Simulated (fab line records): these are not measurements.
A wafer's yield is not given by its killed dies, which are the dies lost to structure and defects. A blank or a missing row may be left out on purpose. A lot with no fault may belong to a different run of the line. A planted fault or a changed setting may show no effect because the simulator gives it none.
A lot that was struck, set against a sound lot :: flow nandHarc :: 14 out of 1302 route steps
Sound: wafers L160.3, L160.4, L160.6. Struck: wafer L163.3 (left out: L163.5, a lot-mate that was not struck); the cause follows at the end.
Each step with rows lists, per side, the tool, then ch with its chambers, then its first start. Under that, the readings that differ: sound wafers :: struck wafers :: difference of the means :: sigmas: that difference in standard deviations of wafers without a fault.
alike: readings with means less than 2 such deviations apart, plus words and numbers identical on both sides. not compared: withheld readings, readings lacking a value on some wafer, bounds such as >300 that could conceal the same value, and numbers that have no deviation in the record and whose values overlap.
The two part at a step that has a row with sigmas, a row that says differs or no value, or rows on one side only. Numbers that don't overlap but have no deviation are shown without sigmas and don't part them. A reading missing from all wafers of one side parts the sides only when that side holds two or more wafers.

first, 5 steps without rows for these wafers: NHARC_A_SGD_CUT_SOFTBAKE_04 (time 55 s); NHARC_A_SGD_CUT_EBR_05; NHARC_A_SGD_CUT_EXPOSE_06 (exposes mask SGD); NHARC_A_SGD_CUT_PEB_07 (peb time 65 s); NHARC_A_SGD_CUT_DEVELOP_08 (develop time 35 s).
NHARC_A_SGD_CUT_CD_MEAS_09 targets a cd of 100 nm.
  sound on cdSem-01 ch 0, day 22 23:40; struck on cdSem-01 ch 0, day 24 04:38
  alike: cdNm
NHARC_A_SGD_CUT_OVL_MEAS_10:
  sound on overlay-01, day 22 23:45; struck on overlay-02, day 24 04:43
  alike: overlayXNm, overlayYNm
NHARC_A_SGD_CUT_INSPECT_11:
  sound on defectInspect-02, day 22 23:47; struck on defectInspect-01, day 24 04:45
  alike: rawDefectCount
NHARC_A_SGD_CUT_DESCUM_14: chemistry O2, time 3 s.
  sound on rieDiel-05 ch 0,1,2, day 22 23:51; struck on rieDiel-05 ch 1, day 24 04:50
reading: throttleValvePct (%)
sound: 11.304 11.322 11.308
struck: 11.331
difference: +0.020
sigmas: +2
  alike: drypumpMotorCurrentA, oesProductAu, rfVppV, showerheadPlenumPTorr
  not compared: rfHoursCounterH
NHARC_A_SGD_CUT_ETCH_58: etches the open film in CF4, target depth 39 nm, time 65 s.
  sound on rieDiel-05 ch 0,2, day 22 23:58; struck on rieDiel-05 ch 3, day 24 04:55
  alike: drypumpMotorCurrentA, oesProductAu, rfVppV, showerheadPlenumPTorr, throttleValvePct
  not compared: rfHoursCounterH
NHARC_A_SGD_CUT_ETCH_59: etches the open film in N2/H2, target depth 260 nm, time 406.25 s.
  sound: rieDiel-05 ch 0,1; struck: rieDiel-05 ch 0
  alike: drypumpMotorCurrentA, oesProductAu, rfVppV, showerheadPlenumPTorr, throttleValvePct
  not compared: rfHoursCounterH
NHARC_A_SGD_CUT_ETCH_15: etches the open film in CH3F/O2, target depth 75 nm, time 64.3 s.
  sound: rieDiel-05 ch 1,2; struck: rieDiel-05 ch 2
  alike: ch3fFlowSccm, drypumpMotorCurrentA, oesProductAu, rfVppV, showerheadPlenumPTorr, throttleValvePct
  not compared: rfHoursCounterH
NHARC_A_SGD_CUT_ETCH_16: etches the open film in C4F8/O2/Ar, target depth 310.5 nm, time 155.2 s.
  sound on rieDiel-05 ch 0,2, day 23 00:48; struck on rieDiel-05 ch 0, day 24 05:25
reading: oesProductAu (a.u.)
sound: 0.989 0.979 0.993
struck: 1.044
difference: +0.057
sigmas: +4
  alike: rfVppV
  not compared: rfHoursCounterH
then, 1 step without rows for these wafers: NHARC_A_SGD_CUT_STRIP_60 (strips in C4F8/O2/Ar).

## WHERE THEY PART
At NHARC_A_SGD_CUT_DESCUM_14 first; at NHARC_A_SGD_CUT_ETCH_16 last (within this record only).

WHY: what the simulator had put in
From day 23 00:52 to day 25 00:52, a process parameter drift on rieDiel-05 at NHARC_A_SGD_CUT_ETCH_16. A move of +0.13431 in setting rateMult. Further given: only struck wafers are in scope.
